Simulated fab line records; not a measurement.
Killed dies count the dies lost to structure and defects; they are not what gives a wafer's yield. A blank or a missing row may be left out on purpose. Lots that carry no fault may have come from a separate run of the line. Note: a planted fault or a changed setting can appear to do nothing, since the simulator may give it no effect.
fab line records / flow n5-finfet / part 2 of 2: steps 21 to 31 of 31
[record] lots = 5 wafers = 15 last-day = 17
route steps=1938 shown BEOL_M2@882
lots untouched by any fault: they come from a run of this same line in which no faults occurred
start-h: the number of hours between the record's first day and the start of the first shown wafer of the lot / wait-h: hours from the lot's prior step to this one / " the same as in the row above / L1.1+2: a row that stands for several wafers / - either no value or no given start / * or withheld: withheld / < > ~ a bound
route shown NAME@n: a module of which the file shows steps, and the number in the route of the first / usual: average and standard deviation across the fault-free wafers / same: alike in all rows / chamber/n: place in a boat / sites: each site's reading / _std_site: the values' standard deviation / _edge_site: mean of outer sites minus mean of inner sites / radius-mm: how far each site lies from the wafer's centre / mask NAME#n: copy n / behind: tool/chamber where the wafer was last shaped / hold: why the lot went on hold/how many hours it stayed there/how the hold came to an end / device: whichever transistor did not switch (one of n, p or np) / end of line: at the end of the route, the tests of the same wafers / where a step has no rows: the recipe by itself / killed: dies lost to structure and defects at the first sort, not the wafer's yield / map: the dies of a wafer, with x for killed, . for not killed, _ for no die there
set.NAME: the setting as run; set.NAME@STEP: as run at that earlier step / model.NAME: the simulator's own value behind a step, which no gauge read
lots at selected steps of the route; one table per step, one row per wafer
services: the hour from which a tool's chamber was out of use, counted from the record's first day as start-h (under 0 if before that day), plus the number of hours and why
[[steps]]
[step N5_BEOL_M2_SURFACE_TREAT_85]
[recipe] gas = Ar time-s = * ion-energy-ev = * ion-current-ma-cm2 = 0.5 pressure-mtorr = * ar-flow-sccm = 30
[usual] ar-flow-sccm = 29.99/0.088 throttle-valve-pct = *
lot.wafer=L087.3 tool=pvd-sputter-03 chamber=- start-h=218.14 wait-h=0.2 ar-flow-sccm=29.94 throttle-valve-pct=*
lot.wafer=L087.4 tool=pvd-sputter-03 chamber=- start-h=218.14 wait-h=0.2 ar-flow-sccm=30.06 throttle-valve-pct=*
lot.wafer=L087.6 tool=pvd-sputter-03 chamber=- start-h=218.14 wait-h=0.2 ar-flow-sccm=30.08 throttle-valve-pct=*
lot.wafer=L088.2 tool=pvd-sputter-03 chamber=- start-h=220.28 wait-h=0.1 ar-flow-sccm=29.94 throttle-valve-pct=*
lot.wafer=L088.3 tool=pvd-sputter-03 chamber=- start-h=220.28 wait-h=0.1 ar-flow-sccm=29.85 throttle-valve-pct=*
lot.wafer=L088.6 tool=pvd-sputter-03 chamber=- start-h=220.28 wait-h=0.1 ar-flow-sccm=29.84 throttle-valve-pct=*
lot.wafer=L089.2 tool=pvd-sputter-01 chamber=- start-h=220.83 wait-h=0.2 ar-flow-sccm=30.07 throttle-valve-pct=*
lot.wafer=L089.3 tool=pvd-sputter-01 chamber=- start-h=220.83 wait-h=0.2 ar-flow-sccm=29.86 throttle-valve-pct=*
lot.wafer=L089.5 tool=pvd-sputter-01 chamber=- start-h=220.83 wait-h=0.2 ar-flow-sccm=29.97 throttle-valve-pct=*
lot.wafer=L090.2 tool=pvd-sputter-01 chamber=- start-h=233.22 wait-h=0.2 ar-flow-sccm=29.93 throttle-valve-pct=*
lot.wafer=L090.3 tool=pvd-sputter-01 chamber=- start-h=233.22 wait-h=0.2 ar-flow-sccm=29.89 throttle-valve-pct=*
lot.wafer=L090.4 tool=pvd-sputter-01 chamber=- start-h=233.22 wait-h=0.2 ar-flow-sccm=29.97 throttle-valve-pct=*
lot.wafer=L076.1 tool=pvd-sputter-03 chamber=- start-h=274.54 wait-h=0.1 ar-flow-sccm=30.03 throttle-valve-pct=*
lot.wafer=L076.4 tool=pvd-sputter-03 chamber=- start-h=274.54 wait-h=0.1 ar-flow-sccm=29.87 throttle-valve-pct=*
lot.wafer=L076.6 tool=pvd-sputter-03 chamber=- start-h=274.54 wait-h=0.1 ar-flow-sccm=29.98 throttle-valve-pct=*
[step N5_BEOL_M2_CVD_47]
[recipe] material = Co target-thk-a = 30 temp-c = withheld precursor = CCTBA/H2 pressure-torr = 30 time-s = 223.8
lot.wafer=L087.3+4+6 tool=cvd-co-01 chamber=2,0,2 start-h=218.21 wait-h=0.1
lot.wafer=L088.2+3+6 tool=cvd-co-02 chamber=1,0,0 start-h=220.34 wait-h=0.0
lot.wafer=L089.2+3+5 tool=cvd-co-01 chamber=2,0,1 start-h=220.89 wait-h=0.0
lot.wafer=L090.2+3+4 tool=cvd-co-02 chamber=1,0,1 start-h=233.37 wait-h=0.1
lot.wafer=L076.1+4+6 tool=cvd-co-01 chamber=1,0,1 start-h=274.65 wait-h=0.1
[step N5_BEOL_M2_SPUTTER_48]
[recipe] material = Cu target-thk-a = 45 temp-c = -20 chamber-pressure-pa = 0.07 power-w = withheld time-s = 8.29
[usual] throttle-valve-pct = 29.5/1.2
lot.wafer=L087.3 tool=pvd-sputter-03 chamber=- start-h=218.44 wait-h=0.2 throttle-valve-pct=27.5
lot.wafer=L087.4 tool=pvd-sputter-03 chamber=- start-h=218.44 wait-h=0.2 throttle-valve-pct=30.5
lot.wafer=L087.6 tool=pvd-sputter-03 chamber=- start-h=218.44 wait-h=0.2 throttle-valve-pct=30.7
lot.wafer=L088.2 tool=pvd-sputter-02 chamber=- start-h=220.60 wait-h=0.2 throttle-valve-pct=29.5
lot.wafer=L088.3 tool=pvd-sputter-02 chamber=- start-h=220.60 wait-h=0.2 throttle-valve-pct=29.5
lot.wafer=L088.6 tool=pvd-sputter-02 chamber=- start-h=220.60 wait-h=0.2 throttle-valve-pct=29.5
lot.wafer=L089.2 tool=pvd-sputter-01 chamber=- start-h=221.19 wait-h=0.2 throttle-valve-pct=28.5
lot.wafer=L089.3 tool=pvd-sputter-01 chamber=- start-h=221.19 wait-h=0.2 throttle-valve-pct=29.4
lot.wafer=L089.5 tool=pvd-sputter-01 chamber=- start-h=221.19 wait-h=0.2 throttle-valve-pct=29.4
lot.wafer=L090.2 tool=pvd-sputter-01 chamber=- start-h=233.54 wait-h=0.1 throttle-valve-pct=29.5
lot.wafer=L090.3 tool=pvd-sputter-01 chamber=- start-h=233.54 wait-h=0.1 throttle-valve-pct=29.0
lot.wafer=L090.4 tool=pvd-sputter-01 chamber=- start-h=233.54 wait-h=0.1 throttle-valve-pct=31.6
lot.wafer=L076.1 tool=pvd-sputter-01 chamber=- start-h=274.83 wait-h=0.1 throttle-valve-pct=29.9
lot.wafer=L076.4 tool=pvd-sputter-01 chamber=- start-h=274.83 wait-h=0.1 throttle-valve-pct=31.3
lot.wafer=L076.6 tool=pvd-sputter-01 chamber=- start-h=274.83 wait-h=0.1 throttle-valve-pct=29.1
[step N5_BEOL_M2_ANNEAL_49]
[recipe] temp-c = 400 time-s = 240 ambient = vacuum
[usual] heater-power-w = 802/63
lot.wafer=L087.3 tool=pvd-sputter-03 chamber=- start-h=218.52 wait-h=0.0 heater-power-w=689
lot.wafer=L087.4 tool=pvd-sputter-03 chamber=- start-h=218.52 wait-h=0.0 heater-power-w=845
lot.wafer=L087.6 tool=pvd-sputter-03 chamber=- start-h=218.52 wait-h=0.0 heater-power-w=847
lot.wafer=L088.2 tool=pvd-sputter-02 chamber=- start-h=220.68 wait-h=0.0 heater-power-w=845
lot.wafer=L088.3 tool=pvd-sputter-02 chamber=- start-h=220.68 wait-h=0.0 heater-power-w=762
lot.wafer=L088.6 tool=pvd-sputter-02 chamber=- start-h=220.68 wait-h=0.0 heater-power-w=760
lot.wafer=L089.2 tool=pvd-sputter-01 chamber=- start-h=221.27 wait-h=0.0 heater-power-w=749
lot.wafer=L089.3 tool=pvd-sputter-01 chamber=- start-h=221.27 wait-h=0.0 heater-power-w=756
lot.wafer=L089.5 tool=pvd-sputter-01 chamber=- start-h=221.27 wait-h=0.0 heater-power-w=910
lot.wafer=L090.2 tool=pvd-sputter-01 chamber=- start-h=233.62 wait-h=0.0 heater-power-w=877
lot.wafer=L090.3 tool=pvd-sputter-01 chamber=- start-h=233.62 wait-h=0.0 heater-power-w=763
lot.wafer=L090.4 tool=pvd-sputter-01 chamber=- start-h=233.62 wait-h=0.0 heater-power-w=818
lot.wafer=L076.1 tool=pvd-sputter-01 chamber=- start-h=274.91 wait-h=0.0 heater-power-w=891
lot.wafer=L076.4 tool=pvd-sputter-01 chamber=- start-h=274.91 wait-h=0.0 heater-power-w=845
lot.wafer=L076.6 tool=pvd-sputter-01 chamber=- start-h=274.91 wait-h=0.0 heater-power-w=754
[step N5_BEOL_M2_SPUTTER_79]
[recipe] material = Cu target-thk-a = 45 temp-c = -20 chamber-pressure-pa = 0.07 power-w = withheld time-s = 8.29
[usual] throttle-valve-pct = 29.5/1.2
lot.wafer=L087.3 tool=pvd-sputter-03 chamber=- start-h=218.66 wait-h=0.1 throttle-valve-pct=27.6
lot.wafer=L087.4 tool=pvd-sputter-03 chamber=- start-h=218.66 wait-h=0.1 throttle-valve-pct=31.0
lot.wafer=L087.6 tool=pvd-sputter-03 chamber=- start-h=218.66 wait-h=0.1 throttle-valve-pct=30.4
lot.wafer=L088.2 tool=pvd-sputter-02 chamber=- start-h=220.82 wait-h=0.1 throttle-valve-pct=29.7
lot.wafer=L088.3 tool=pvd-sputter-02 chamber=- start-h=220.82 wait-h=0.1 throttle-valve-pct=29.7
lot.wafer=L088.6 tool=pvd-sputter-02 chamber=- start-h=220.82 wait-h=0.1 throttle-valve-pct=29.5
lot.wafer=L089.2 tool=pvd-sputter-01 chamber=- start-h=221.41 wait-h=0.1 throttle-valve-pct=28.2
lot.wafer=L089.3 tool=pvd-sputter-01 chamber=- start-h=221.41 wait-h=0.1 throttle-valve-pct=29.2
lot.wafer=L089.5 tool=pvd-sputter-01 chamber=- start-h=221.41 wait-h=0.1 throttle-valve-pct=29.8
lot.wafer=L090.2 tool=pvd-sputter-01 chamber=- start-h=233.76 wait-h=0.1 throttle-valve-pct=29.6
lot.wafer=L090.3 tool=pvd-sputter-01 chamber=- start-h=233.76 wait-h=0.1 throttle-valve-pct=29.0
lot.wafer=L090.4 tool=pvd-sputter-01 chamber=- start-h=233.76 wait-h=0.1 throttle-valve-pct=31.6
lot.wafer=L076.1 tool=pvd-sputter-01 chamber=- start-h=275.05 wait-h=0.1 throttle-valve-pct=29.7
lot.wafer=L076.4 tool=pvd-sputter-01 chamber=- start-h=275.05 wait-h=0.1 throttle-valve-pct=31.7
lot.wafer=L076.6 tool=pvd-sputter-01 chamber=- start-h=275.05 wait-h=0.1 throttle-valve-pct=28.9
[step N5_BEOL_M2_ANNEAL_80]
[recipe] temp-c = 400 time-s = 240 ambient = vacuum
[usual] heater-power-w = 801/65
lot.wafer=L087.3 tool=pvd-sputter-03 chamber=- start-h=218.74 wait-h=0.0 heater-power-w=671
lot.wafer=L087.4 tool=pvd-sputter-03 chamber=- start-h=218.74 wait-h=0.0 heater-power-w=860
lot.wafer=L087.6 tool=pvd-sputter-03 chamber=- start-h=218.74 wait-h=0.0 heater-power-w=847
lot.wafer=L088.2 tool=pvd-sputter-02 chamber=- start-h=220.90 wait-h=0.0 heater-power-w=857
lot.wafer=L088.3 tool=pvd-sputter-02 chamber=- start-h=220.90 wait-h=0.0 heater-power-w=785
lot.wafer=L088.6 tool=pvd-sputter-02 chamber=- start-h=220.90 wait-h=0.0 heater-power-w=747
lot.wafer=L089.2 tool=pvd-sputter-01 chamber=- start-h=221.49 wait-h=0.0 heater-power-w=753
lot.wafer=L089.3 tool=pvd-sputter-01 chamber=- start-h=221.49 wait-h=0.0 heater-power-w=750
lot.wafer=L089.5 tool=pvd-sputter-01 chamber=- start-h=221.49 wait-h=0.0 heater-power-w=884
lot.wafer=L090.2 tool=pvd-sputter-01 chamber=- start-h=233.84 wait-h=0.0 heater-power-w=889
lot.wafer=L090.3 tool=pvd-sputter-01 chamber=- start-h=233.84 wait-h=0.0 heater-power-w=755
lot.wafer=L090.4 tool=pvd-sputter-01 chamber=- start-h=233.84 wait-h=0.0 heater-power-w=830
lot.wafer=L076.1 tool=pvd-sputter-01 chamber=- start-h=275.13 wait-h=0.0 heater-power-w=891
lot.wafer=L076.4 tool=pvd-sputter-01 chamber=- start-h=275.13 wait-h=0.0 heater-power-w=815
lot.wafer=L076.6 tool=pvd-sputter-01 chamber=- start-h=275.13 wait-h=0.0 heater-power-w=775
[step N5_BEOL_M2_SPUTTER_81]
[recipe] material = Cu target-thk-a = 45 temp-c = -20 chamber-pressure-pa = 0.07 power-w = withheld time-s = 8.29
[usual] throttle-valve-pct = 29.5/1.2
lot.wafer=L087.3 tool=pvd-sputter-03 chamber=- start-h=218.88 wait-h=0.1 throttle-valve-pct=27.4
lot.wafer=L087.4 tool=pvd-sputter-03 chamber=- start-h=218.88 wait-h=0.1 throttle-valve-pct=30.9
lot.wafer=L087.6 tool=pvd-sputter-03 chamber=- start-h=218.88 wait-h=0.1 throttle-valve-pct=31.0
lot.wafer=L088.2 tool=pvd-sputter-02 chamber=- start-h=221.04 wait-h=0.1 throttle-valve-pct=29.8
lot.wafer=L088.3 tool=pvd-sputter-02 chamber=- start-h=221.04 wait-h=0.1 throttle-valve-pct=29.4
lot.wafer=L088.6 tool=pvd-sputter-02 chamber=- start-h=221.04 wait-h=0.1 throttle-valve-pct=29.6
lot.wafer=L089.2 tool=pvd-sputter-01 chamber=- start-h=221.63 wait-h=0.1 throttle-valve-pct=28.3
lot.wafer=L089.3 tool=pvd-sputter-01 chamber=- start-h=221.63 wait-h=0.1 throttle-valve-pct=29.5
lot.wafer=L089.5 tool=pvd-sputter-01 chamber=- start-h=221.63 wait-h=0.1 throttle-valve-pct=29.3
lot.wafer=L090.2 tool=pvd-sputter-01 chamber=- start-h=233.98 wait-h=0.1 throttle-valve-pct=29.5
lot.wafer=L090.3 tool=pvd-sputter-01 chamber=- start-h=233.98 wait-h=0.1 throttle-valve-pct=29.0
lot.wafer=L090.4 tool=pvd-sputter-01 chamber=- start-h=233.98 wait-h=0.1 throttle-valve-pct=31.2
lot.wafer=L076.1 tool=pvd-sputter-01 chamber=- start-h=275.27 wait-h=0.1 throttle-valve-pct=29.5
lot.wafer=L076.4 tool=pvd-sputter-01 chamber=- start-h=275.27 wait-h=0.1 throttle-valve-pct=31.5
lot.wafer=L076.6 tool=pvd-sputter-01 chamber=- start-h=275.27 wait-h=0.1 throttle-valve-pct=28.9
[step N5_BEOL_M2_ANNEAL_82]
[recipe] temp-c = 400 time-s = 240 ambient = vacuum
[usual] heater-power-w = 801/64
lot.wafer=L087.3 tool=pvd-sputter-03 chamber=- start-h=218.96 wait-h=0.0 heater-power-w=684
lot.wafer=L087.4 tool=pvd-sputter-03 chamber=- start-h=218.96 wait-h=0.0 heater-power-w=842
lot.wafer=L087.6 tool=pvd-sputter-03 chamber=- start-h=218.96 wait-h=0.0 heater-power-w=844
lot.wafer=L088.2 tool=pvd-sputter-02 chamber=- start-h=221.12 wait-h=0.0 heater-power-w=829
lot.wafer=L088.3 tool=pvd-sputter-02 chamber=- start-h=221.12 wait-h=0.0 heater-power-w=756
lot.wafer=L088.6 tool=pvd-sputter-02 chamber=- start-h=221.12 wait-h=0.0 heater-power-w=754
lot.wafer=L089.2 tool=pvd-sputter-01 chamber=- start-h=221.71 wait-h=0.0 heater-power-w=740
lot.wafer=L089.3 tool=pvd-sputter-01 chamber=- start-h=221.71 wait-h=0.0 heater-power-w=761
lot.wafer=L089.5 tool=pvd-sputter-01 chamber=- start-h=221.71 wait-h=0.0 heater-power-w=907
lot.wafer=L090.2 tool=pvd-sputter-01 chamber=- start-h=234.06 wait-h=0.0 heater-power-w=880
lot.wafer=L090.3 tool=pvd-sputter-01 chamber=- start-h=234.06 wait-h=0.0 heater-power-w=755
lot.wafer=L090.4 tool=pvd-sputter-01 chamber=- start-h=234.06 wait-h=0.0 heater-power-w=835
lot.wafer=L076.1 tool=pvd-sputter-01 chamber=- start-h=275.35 wait-h=0.0 heater-power-w=890
lot.wafer=L076.4 tool=pvd-sputter-01 chamber=- start-h=275.35 wait-h=0.0 heater-power-w=809
lot.wafer=L076.6 tool=pvd-sputter-01 chamber=- start-h=275.35 wait-h=0.0 heater-power-w=772
[step N5_BEOL_M2_SPUTTER_86]
[recipe] material = Cu target-thk-a = 45 temp-c = -20 chamber-pressure-pa = 0.07 power-w = withheld time-s = 8.29
[usual] throttle-valve-pct = 29.5/1.3
lot.wafer=L087.3 tool=pvd-sputter-03 chamber=- start-h=219.10 wait-h=0.1 throttle-valve-pct=27.3
lot.wafer=L087.4 tool=pvd-sputter-03 chamber=- start-h=219.10 wait-h=0.1 throttle-valve-pct=30.7
lot.wafer=L087.6 tool=pvd-sputter-03 chamber=- start-h=219.10 wait-h=0.1 throttle-valve-pct=30.6
lot.wafer=L088.2 tool=pvd-sputter-02 chamber=- start-h=221.26 wait-h=0.1 throttle-valve-pct=29.8
lot.wafer=L088.3 tool=pvd-sputter-02 chamber=- start-h=221.26 wait-h=0.1 throttle-valve-pct=29.6
lot.wafer=L088.6 tool=pvd-sputter-02 chamber=- start-h=221.26 wait-h=0.1 throttle-valve-pct=29.5
lot.wafer=L089.2 tool=pvd-sputter-01 chamber=- start-h=221.85 wait-h=0.1 throttle-valve-pct=28.3
lot.wafer=L089.3 tool=pvd-sputter-01 chamber=- start-h=221.85 wait-h=0.1 throttle-valve-pct=28.8
lot.wafer=L089.5 tool=pvd-sputter-01 chamber=- start-h=221.85 wait-h=0.1 throttle-valve-pct=29.7
lot.wafer=L090.2 tool=pvd-sputter-01 chamber=- start-h=234.20 wait-h=0.1 throttle-valve-pct=29.6
lot.wafer=L090.3 tool=pvd-sputter-01 chamber=- start-h=234.20 wait-h=0.1 throttle-valve-pct=29.1
lot.wafer=L090.4 tool=pvd-sputter-01 chamber=- start-h=234.20 wait-h=0.1 throttle-valve-pct=31.4
lot.wafer=L076.1 tool=pvd-sputter-01 chamber=- start-h=275.49 wait-h=0.1 throttle-valve-pct=29.4
lot.wafer=L076.4 tool=pvd-sputter-01 chamber=- start-h=275.49 wait-h=0.1 throttle-valve-pct=31.5
lot.wafer=L076.6 tool=pvd-sputter-01 chamber=- start-h=275.49 wait-h=0.1 throttle-valve-pct=28.9
[step N5_BEOL_M2_ANNEAL_87]
[recipe] temp-c = 400 time-s = 240 ambient = vacuum
[usual] heater-power-w = 802/66
lot.wafer=L087.3 tool=pvd-sputter-03 chamber=- start-h=219.18 wait-h=0.0 heater-power-w=680
lot.wafer=L087.4 tool=pvd-sputter-03 chamber=- start-h=219.18 wait-h=0.0 heater-power-w=855
lot.wafer=L087.6 tool=pvd-sputter-03 chamber=- start-h=219.18 wait-h=0.0 heater-power-w=829
lot.wafer=L088.2 tool=pvd-sputter-02 chamber=- start-h=221.34 wait-h=0.0 heater-power-w=841
lot.wafer=L088.3 tool=pvd-sputter-02 chamber=- start-h=221.34 wait-h=0.0 heater-power-w=764
lot.wafer=L088.6 tool=pvd-sputter-02 chamber=- start-h=221.34 wait-h=0.0 heater-power-w=772
lot.wafer=L089.2 tool=pvd-sputter-01 chamber=- start-h=221.93 wait-h=0.0 heater-power-w=754
lot.wafer=L089.3 tool=pvd-sputter-01 chamber=- start-h=221.93 wait-h=0.0 heater-power-w=755
lot.wafer=L089.5 tool=pvd-sputter-01 chamber=- start-h=221.93 wait-h=0.0 heater-power-w=911
lot.wafer=L090.2 tool=pvd-sputter-01 chamber=- start-h=234.28 wait-h=0.0 heater-power-w=886
lot.wafer=L090.3 tool=pvd-sputter-01 chamber=- start-h=234.28 wait-h=0.0 heater-power-w=750
lot.wafer=L090.4 tool=pvd-sputter-01 chamber=- start-h=234.28 wait-h=0.0 heater-power-w=815
lot.wafer=L076.1 tool=pvd-sputter-01 chamber=- start-h=275.57 wait-h=0.0 heater-power-w=884
lot.wafer=L076.4 tool=pvd-sputter-01 chamber=- start-h=275.57 wait-h=0.0 heater-power-w=818
lot.wafer=L076.6 tool=pvd-sputter-01 chamber=- start-h=275.57 wait-h=0.0 heater-power-w=753
[step N5_BEOL_M2_SPUTTER_88]
[recipe] material = Cu target-thk-a = 45 temp-c = -20 chamber-pressure-pa = 0.07 power-w = withheld time-s = 8.29
[usual] throttle-valve-pct = 29.5/1.2
lot.wafer=L087.3 tool=pvd-sputter-03 chamber=- start-h=219.32 wait-h=0.1 throttle-valve-pct=27.6
lot.wafer=L087.4 tool=pvd-sputter-03 chamber=- start-h=219.32 wait-h=0.1 throttle-valve-pct=30.5
lot.wafer=L087.6 tool=pvd-sputter-03 chamber=- start-h=219.32 wait-h=0.1 throttle-valve-pct=30.6
lot.wafer=L088.2 tool=pvd-sputter-02 chamber=- start-h=221.48 wait-h=0.1 throttle-valve-pct=29.5
lot.wafer=L088.3 tool=pvd-sputter-02 chamber=- start-h=221.48 wait-h=0.1 throttle-valve-pct=29.6
lot.wafer=L088.6 tool=pvd-sputter-02 chamber=- start-h=221.48 wait-h=0.1 throttle-valve-pct=29.5
lot.wafer=L089.2 tool=pvd-sputter-01 chamber=- start-h=222.07 wait-h=0.1 throttle-valve-pct=27.9
lot.wafer=L089.3 tool=pvd-sputter-01 chamber=- start-h=222.07 wait-h=0.1 throttle-valve-pct=29.1
lot.wafer=L089.5 tool=pvd-sputter-01 chamber=- start-h=222.07 wait-h=0.1 throttle-valve-pct=29.6
lot.wafer=L090.2 tool=pvd-sputter-01 chamber=- start-h=234.42 wait-h=0.1 throttle-valve-pct=29.7
lot.wafer=L090.3 tool=pvd-sputter-01 chamber=- start-h=234.42 wait-h=0.1 throttle-valve-pct=29.3
lot.wafer=L090.4 tool=pvd-sputter-01 chamber=- start-h=234.42 wait-h=0.1 throttle-valve-pct=31.7
lot.wafer=L076.1 tool=pvd-sputter-01 chamber=- start-h=275.71 wait-h=0.1 throttle-valve-pct=29.5
lot.wafer=L076.4 tool=pvd-sputter-01 chamber=- start-h=275.71 wait-h=0.1 throttle-valve-pct=31.5
lot.wafer=L076.6 tool=pvd-sputter-01 chamber=- start-h=275.71 wait-h=0.1 throttle-valve-pct=29.1
[[services]]
tool=rie-diel-03 chamber=0 start-h=190.51 hours=- kind=clean
tool=rie-diel-03 chamber=0 start-h=190.51 hours=- kind=consumable-replace:focus-ring
tool=rie-diel-03 chamber=0 start-h=190.51 hours=12.7 kind=scheduled-down
tool=rie-diel-01 chamber=0 start-h=198.22 hours=3.0 kind=repair
tool=ald-metal-01 chamber=0 start-h=198.69 hours=3.0 kind=repair
tool=ald-metal-02 chamber=- start-h=203.27 hours=8.7 kind=pm
tool=ald-sin-03 chamber=- start-h=207.83 hours=6.0 kind=pm
tool=cvd-co-01 chamber=1 start-h=209.51 hours=7.7 kind=repair
tool=ald-metal-04 chamber=- start-h=215.31 hours=0.4 kind=repair
tool=ald-metal-01 chamber=2 start-h=219.25 hours=23.0 kind=repair
tool=ald-sin-02 chamber=3 start-h=222.86 hours=5.1 kind=repair
tool=ald-sin-03 chamber=0 start-h=225.83 hours=2.4 kind=repair
tool=cvd-co-01 chamber=- start-h=228.38 hours=6.9 kind=pm
tool=ald-sin-03 chamber=0 start-h=229.60 hours=4.2 kind=repair
tool=rie-diel-01 chamber=2 start-h=232.53 hours=- kind=clean
tool=rie-diel-01 chamber=2 start-h=232.53 hours=- kind=consumable-replace:focus-ring
tool=rie-diel-01 chamber=2 start-h=232.53 hours=27.3 kind=scheduled-down
tool=rie-diel-01 chamber=2 start-h=232.53 hours=27.3 kind=vent-cycle
tool=ald-sin-03 chamber=0 start-h=243.70 hours=4.6 kind=repair
tool=ald-sin-03 chamber=2 start-h=246.32 hours=3.0 kind=repair
tool=cvd-co-01 chamber=- start-h=253.77 hours=3.2 kind=repair
tool=cvd-co-02 chamber=- start-h=259.45 hours=4.3 kind=pm
tool=rie-diel-03 chamber=2 start-h=263.59 hours=3.8 kind=repair
tool=cvd-co-01 chamber=0 start-h=275.61 hours=34.9 kind=repair
